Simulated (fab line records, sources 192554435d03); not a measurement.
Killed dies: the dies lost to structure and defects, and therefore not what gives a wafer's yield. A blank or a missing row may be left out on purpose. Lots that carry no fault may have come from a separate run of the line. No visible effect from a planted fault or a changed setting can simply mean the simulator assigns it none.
Chamber matching ; flow n5-finfet ; N5_FIN_SAQP_HM_OPEN_33 on rie-diel-01 has 4 sister chambers
The step chemistry CH3F/O2, target SiNx, target depth 49.4 nm, time 70.6 s. 4 wafers are shown with their chamber, then 7 later ones without.

== WAFERS, EACH WITH ITS CHAMBER ==
wafer;chamber;drypump-motor-current-A (A)
L319.6;2;6.4
L329.5;0;4.9
L333.1;1;5.1
L333.4;3;5.2

== WAFERS MISSING THEIR CHAMBER ==
wafer;drypump-motor-current-A (A)
L333.5;6.4
L334.1;5.1
L334.2;5.2
L334.5;5.1
L335.2;6.5
L335.3;4.9
L335.5;5.2

== EACH ONE'S CHAMBER ==
wafer;from the rows above;in truth
L333.5;2;2
L334.1;1;1
L334.2;3;3
L334.5;1;1
L335.2;2;2
L335.3;0;0
L335.5;3;3
7 of 7 placed correctly. Not placeable from these rows: 0. Number placed wrongly: 0.
How it was worked out, from the rows above alone: a wafer's distance from a chamber is the root of the sum, over the readings, of the square of ((its reading less the chamber's mean) divided by the reading's scatter). The wafer belongs to the nearest chamber; if the next one is less than 2 further off, it can't be placed. Each chamber's mean is taken over the wafers shown for it. The scatter: root of mean squared gap, hidden wafer to nearest shown wafer, with one shown wafer a chamber.
